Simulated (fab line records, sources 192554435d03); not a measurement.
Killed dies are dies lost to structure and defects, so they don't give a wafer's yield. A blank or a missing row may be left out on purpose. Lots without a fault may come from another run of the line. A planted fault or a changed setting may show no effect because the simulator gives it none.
Which tool did it? | flow n5_finfet | 7 lots, 19 wafers sampled, at 2 steps of a route of 1938

WHAT THE GAUGES READ, wafer by wafer
N5_PMOS_HMC_CHANNEL_EPI_THK_MEAS_22.
lot  | measured    | on            | HMC_CMP_THK (nm)
L846 | day 2 08:22 | film_metro-01 | 53.2 54.4 52.9
L848 | day 2 20:26 | film_metro-01 | 52.6 54.1 52.1
L850 | day 3 08:03 | film_metro-01 | 54.2 52.4
L852 | day 3 21:10 | film_metro-02 | 54.1 53.7
L854 | day 4 08:53 | film_metro-01 | 53.5 54.4 53.1
L856 | day 4 19:32 | film_metro-02 | 51.5 53.0 54.1
L865 | day 7 01:11 | film_metro-02 | 40.2 40.1 38.9

WHICH TOOL RAN EACH LOT (tool, then ch and the chambers of the sampled wafers, then the start)
lot  | N5_PMOS_HMC_CHANNEL_EPI_EPI_20
L846 | epi_rpcvd-04 ch 0, day 2 06:56
L848 | epi_rpcvd-04 ch 0, day 2 18:55
L850 | epi_rpcvd-02 ch 0, day 3 07:13
L852 | epi_rpcvd-01 ch 0, day 3 19:18
L854 | epi_rpcvd-02 ch 0, day 4 07:34
L856 | epi_rpcvd-04 ch 0, day 4 17:54
L865 | epi_rpcvd-04 ch 0, day 6 23:44
- N5_PMOS_HMC_CHANNEL_EPI_EPI_20: deposits SiGe30, target thk 59 nm.

THE ANSWER, worked out from the rows above alone
Rule: what is usual is taken from the lots themselves. Put in order of their means at a reading, lots are off if they are a third of the lots or fewer, leave a main group of 4 or more, and stand apart from it by a gap of 3 or more times the standard deviation of the main group's means; of several such gaps the widest counts. A main group whose means are all the same, to the digits that the tables above print for the reading, isn't used. A lot without any number at a reading at which 4 lots or more have one is off too. The other lots that the step has rows for count as sound.
Off: L865, at N5_PMOS_HMC_CHANNEL_EPI_THK_MEAS_22 (HMC_CMP_THK). The main group: mean 53.4 nm, standard deviation 0.37.
A tool fits if, at a process step before that reading, it ran every lot that is off, and no sound lot after the first of them. The gauges at N5_PMOS_HMC_CHANNEL_EPI_THK_MEAS_22 are tried like those tools. Can't be told from this: 2 tools fit, epi_rpcvd-04 at N5_PMOS_HMC_CHANNEL_EPI_EPI_20, film_metro-02 at N5_PMOS_HMC_CHANNEL_EPI_THK_MEAS_22.

WHAT THE SIMULATOR HAD PUT IN
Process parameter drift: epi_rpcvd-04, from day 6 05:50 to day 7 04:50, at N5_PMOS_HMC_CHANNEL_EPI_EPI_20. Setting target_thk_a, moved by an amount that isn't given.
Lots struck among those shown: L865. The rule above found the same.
